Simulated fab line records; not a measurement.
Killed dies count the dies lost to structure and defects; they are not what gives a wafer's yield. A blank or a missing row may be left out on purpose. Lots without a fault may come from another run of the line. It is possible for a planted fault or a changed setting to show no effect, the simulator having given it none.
Matching of chambers / flow n5 finfet / N5_BEOL_M13_VIA_ETCH_16 on rie diel-01 has 4 sister chambers
The step etches SiOC in C4F8/O2/Ar, target depth 921.7 nm. 16 wafers are shown with their chamber, then 8 later ones without.

EACH WAFER AND ITS CHAMBER
wafer=L078.1; chamber=1; showerhead plenum p Torr (Torr)=3.28; throttle valve pct (%)=24.14; rf vpp V (V)=663
wafer=L078.2; chamber=2; showerhead plenum p Torr (Torr)=3.48; throttle valve pct (%)=23.81; rf vpp V (V)=667
wafer=L078.4; chamber=0; showerhead plenum p Torr (Torr)=3.14; throttle valve pct (%)=24.31; rf vpp V (V)=658
wafer=L079.4; chamber=1; showerhead plenum p Torr (Torr)=3.28; throttle valve pct (%)=24.15; rf vpp V (V)=664
wafer=L079.5; chamber=1; showerhead plenum p Torr (Torr)=3.28; throttle valve pct (%)=24.16; rf vpp V (V)=662
wafer=L079.6; chamber=2; showerhead plenum p Torr (Torr)=3.47; throttle valve pct (%)=23.83; rf vpp V (V)=667
wafer=L084.2; chamber=1; showerhead plenum p Torr (Torr)=3.28; throttle valve pct (%)=24.17; rf vpp V (V)=662
wafer=L084.3; chamber=0; showerhead plenum p Torr (Torr)=3.14; throttle valve pct (%)=24.35; rf vpp V (V)=659
wafer=L084.6; chamber=1; showerhead plenum p Torr (Torr)=3.27; throttle valve pct (%)=24.17; rf vpp V (V)=661
wafer=L083.1; chamber=3; showerhead plenum p Torr (Torr)=3.54; throttle valve pct (%)=24.52; rf vpp V (V)=667
wafer=L083.4; chamber=0; showerhead plenum p Torr (Torr)=3.14; throttle valve pct (%)=24.32; rf vpp V (V)=658
wafer=L083.5; chamber=1; showerhead plenum p Torr (Torr)=3.27; throttle valve pct (%)=24.18; rf vpp V (V)=661
wafer=L089.3; chamber=2; showerhead plenum p Torr (Torr)=3.46; throttle valve pct (%)=23.87; rf vpp V (V)=668
wafer=L089.5; chamber=3; showerhead plenum p Torr (Torr)=3.53; throttle valve pct (%)=24.54; rf vpp V (V)=669
wafer=L089.6; chamber=0; showerhead plenum p Torr (Torr)=3.13; throttle valve pct (%)=24.35; rf vpp V (V)=658
wafer=L092.2; chamber=3; showerhead plenum p Torr (Torr)=3.53; throttle valve pct (%)=24.58; rf vpp V (V)=668

SIGNATURES, as means of the wafers listed above
reading=showerhead plenum p Torr; chamber 0=3.1375; chamber 1=3.2767; chamber 2=3.4700; chamber 3=3.5333; scatter within a chamber=0.00629
reading=throttle valve pct; chamber 0=24.3325; chamber 1=24.1617; chamber 2=23.8367; chamber 3=24.5467; scatter within a chamber=0.0225
reading=rf vpp V; chamber 0=658.25; chamber 1=662.17; chamber 2=667.33; chamber 3=668.00; scatter within a chamber=0.924
Rule: for each reading, subtract the chamber's mean from the wafer's reading, divide by that reading's scatter and square the result; add these up over the readings and take the root, which gives the wafer's distance from the chamber. If the next closest chamber is less than 2 further off than the closest, the wafer can't be placed; otherwise it belongs to the closest. How the scatter is found: for the shown wafers, subtract from each reading the mean of its chamber, square and add these, divide the total by (wafers less chambers), then take the root.

WAFERS MISSING THEIR CHAMBER
wafer=L092.5; showerhead plenum p Torr (Torr)=3.26; throttle valve pct (%)=24.20; rf vpp V (V)=662
wafer=L092.6; showerhead plenum p Torr (Torr)=3.12; throttle valve pct (%)=24.38; rf vpp V (V)=656
wafer=L097.3; showerhead plenum p Torr (Torr)=3.26; throttle valve pct (%)=24.20; rf vpp V (V)=662
wafer=L097.4; showerhead plenum p Torr (Torr)=3.12; throttle valve pct (%)=24.35; rf vpp V (V)=657
wafer=L097.6; showerhead plenum p Torr (Torr)=3.12; throttle valve pct (%)=24.38; rf vpp V (V)=656
wafer=L096.3; showerhead plenum p Torr (Torr)=3.53; throttle valve pct (%)=24.55; rf vpp V (V)=668
wafer=L096.4; showerhead plenum p Torr (Torr)=3.46; throttle valve pct (%)=23.86; rf vpp V (V)=665
wafer=L096.5; showerhead plenum p Torr (Torr)=3.12; throttle valve pct (%)=24.36; rf vpp V (V)=657

WHICH CHAMBER EACH ONE RAN IN
wafer=L092.5; from the rows above=1; in truth=1
wafer=L092.6; from the rows above=0; in truth=0
wafer=L097.3; from the rows above=1; in truth=1
wafer=L097.4; from the rows above=0; in truth=0
wafer=L097.6; from the rows above=0; in truth=0
wafer=L096.3; from the rows above=3; in truth=3
wafer=L096.4; from the rows above=2; in truth=2
wafer=L096.5; from the rows above=0; in truth=0
Correct placement for 8 of the 8. Can't be placed from these rows: 0. Number placed wrongly: 0.
